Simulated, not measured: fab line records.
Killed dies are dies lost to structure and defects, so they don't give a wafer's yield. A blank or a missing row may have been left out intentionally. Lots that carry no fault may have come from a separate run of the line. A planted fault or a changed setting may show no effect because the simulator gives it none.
A lot that was struck, set against a sound lot    flow n5Finfet    25 out of 1938 route steps
Sound: these wafers, L991.2, L991.4, L991.6. Wafers L996.4, L996.5, L996.6 were the ones struck. The cause is given at the end.
Per side, at each step with rows, come the tool, then ch with its chambers, and then its first start. Under that, the readings that differ: sound wafers    struck wafers    difference of the means    sigmas: that difference in standard deviations of wafers without a fault.
alike: readings with means less than 2 such deviations apart, plus words and numbers identical on both sides. not compared: withheld readings, readings lacking a value on some wafer, bounds such as >300 that could conceal the same value, and numbers that have no deviation in the record and whose values overlap.
The two part at a step that has a row with sigmas, a row that says differs or no value, or rows on one side only. Non-overlapping numbers with no deviation appear without sigmas and do not part them. A reading that every wafer of one side lacks parts them only if that side has two wafers or more.

N5_BEOL_M6_THK_MEAS_53: measures by xrf.
  struck on filmMetro-02, day 10 00:34; sound on filmMetro-02, day 8 17:14
  alike: M6_THK
then, 1 step without rows for these wafers: N5_BEOL_M6_PRE_CLEAN_55 (time 15 s).
N5_BEOL_M6_DEP_56: deposits SiCN from 3MS/NH3, target thk 10 nm, time 17.5 s.
  sound on pecvd-01 ch 0,1,2, day 8 17:18; struck on pecvd-03 ch 0,1,2, day 10 00:38
  alike: showerheadPlenumPTorr, throttleValvePct
N5_BEOL_M6_RS_MEAS_57: a four-point-probe measurement.
  struck on filmMetro-02, day 10 00:41; sound on filmMetro-01, day 8 17:22
  alike: M6_RS
N5_BEOL_M6_INSPECT_58: inspects for defects (darkfield).
  struck on defectInspect-02, day 10 00:43; sound on defectInspect-02, day 8 17:24
  alike: rawDefectCount
N5_BEOL_M7_ILD_DEP_00: deposits SiCOH lowk from DEMS/porogen, target thk 179.75 nm, time 33.4 s.
  sound on pecvd-02 ch 0,1,2, day 8 17:26; struck on pecvd-02 ch 0,1,2, day 10 00:46
  alike: heaterPowerW, showerheadPlenumPTorr, susceptorTempC, throttleValvePct
then, 1 step without rows for these wafers: N5_BEOL_M7_CURE_74 (cures SiCOH lowk, time 240 s).
N5_BEOL_M7_THK_MEAS_01:
  struck on filmMetro-02, day 10 01:20; sound on filmMetro-01, day 8 18:01
  alike: M7_ILD_THK
N5_BEOL_M7_PECVD_70: deposits SiO2 from TEOS/O2, target thk 20 nm, time 22.7 s.
  sound on pecvd-03 ch 0,2, day 8 18:03; struck on pecvd-02 ch 0,1,2, day 10 01:23
reading           sound        struck       difference  sigmas
heaterPowerW (W)  900 788 881  626 705 619  -206        -3
  alike: showerheadPlenumPTorr, susceptorTempC, throttleValvePct
N5_BEOL_M7_HM_DEP_02: deposits TiN, target thk 20 nm.
  struck on pvdSputter-01, day 10 01:32; sound on pvdSputter-02, day 8 18:46
  alike: substrateTempC, susceptorTempC, throttleValvePct
then, 2 steps without rows for these wafers: N5_BEOL_M7_COAT_59 (time 60 s, resist thk 100 nm); N5_BEOL_M7_COAT_60 (time 60 s, resist thk 35 nm).
N5_BEOL_M7_COAT_05: resist thk 90 nm.
  sound on lithoTrack-02 ch 0, day 8 18:53; struck on lithoTrack-02 ch 0, day 10 01:41
reading                                      sound                 struck                difference  sigmas
spinSpeedRpm (rpm)                           1499.1 1500.9 1498.1  1379.8 1379.6 1380.9  -119.3      -99 or more
model.CAR-ArF_of_BEOL_M7_COAT_05.thkNm (nm)  90 89.8 89.8          94.2 94.2 94.4        +4.4        
  alike: exhaustPa
then, 5 steps without rows for these wafers: N5_BEOL_M7_EBR_07; N5_BEOL_M7_SOFTBAKE_06 (time 60 s); N5_BEOL_M7_EXPOSE_08 (exposes mask M7); N5_BEOL_M7_PEB_09 (peb time 60 s); N5_BEOL_M7_DEVELOP_10 (develop time 30 s).
N5_BEOL_M7_CD_MEAS_11: the cd target is 38.5 nm.
  sound on cdSem-02 ch 0, day 8 19:16; struck on cdSem-01 ch 0, day 10 02:02
  alike: cdNm
N5_BEOL_M7_OVL_MEAS_12:
  sound on overlay-02 ch 0, day 8 19:17; struck on overlay-01 ch 0, day 10 02:04
  alike: M7_OVL
N5_BEOL_M7_INSPECT_13: inspects for defects (brightfield).
  struck on defectInspect-01, day 10 02:06; sound on defectInspect-01, day 8 19:19
  alike: rawDefectCount
then, 1 step without rows for these wafers: N5_BEOL_M7_DESCUM_16 (chemistry O2, time 7.9 s).
N5_BEOL_M7_ETCH_61: etches SiARC in CF4, target depth 45.5 nm, time 75.8 s.
  sound on rieDiel-03 ch 0,1,3, day 8 19:23; struck on rieDiel-03 ch 0,2,3, day 10 02:10
reading                                      sound         struck        difference  sigmas
model.CAR-ArF_of_BEOL_M7_COAT_05.thkNm (nm)  51 50.8 50.8  55.2 55 55.2  +4.3        
  alike: biasW, drypumpMotorCurrentA, etchRfOnTimeS, oesProductAu, rfVppV, showerheadPlenumPTorr, throttleValvePct
  not compared: rfHoursCounterH
N5_BEOL_M7_ETCH_62: etches SOC in N2/H2, target depth 110 nm, overetch 22 nm, time 165 s.
  sound on rieDiel-03 ch 0,1,3, day 8 19:26; struck on rieDiel-03 ch 0,2,3, day 10 02:13
  alike: biasW, drypumpMotorCurrentA, oesProductAu, rfVppV, showerheadPlenumPTorr, throttleValvePct
  not compared: rfHoursCounterH
then, 1 step without rows for these wafers: N5_PASSIVATION_PROBE_49.

== WHERE THEY PART ==
Last at N5_BEOL_M7_COAT_05 as far as this record goes, first at N5_BEOL_M7_PECVD_70. Later steps at which nothing parts them and some readings are alike: N5_BEOL_M7_CD_MEAS_11, N5_BEOL_M7_OVL_MEAS_12, N5_BEOL_M7_INSPECT_13, N5_BEOL_M7_ETCH_61, N5_BEOL_M7_ETCH_62.

WHY: what had been put in by the simulator
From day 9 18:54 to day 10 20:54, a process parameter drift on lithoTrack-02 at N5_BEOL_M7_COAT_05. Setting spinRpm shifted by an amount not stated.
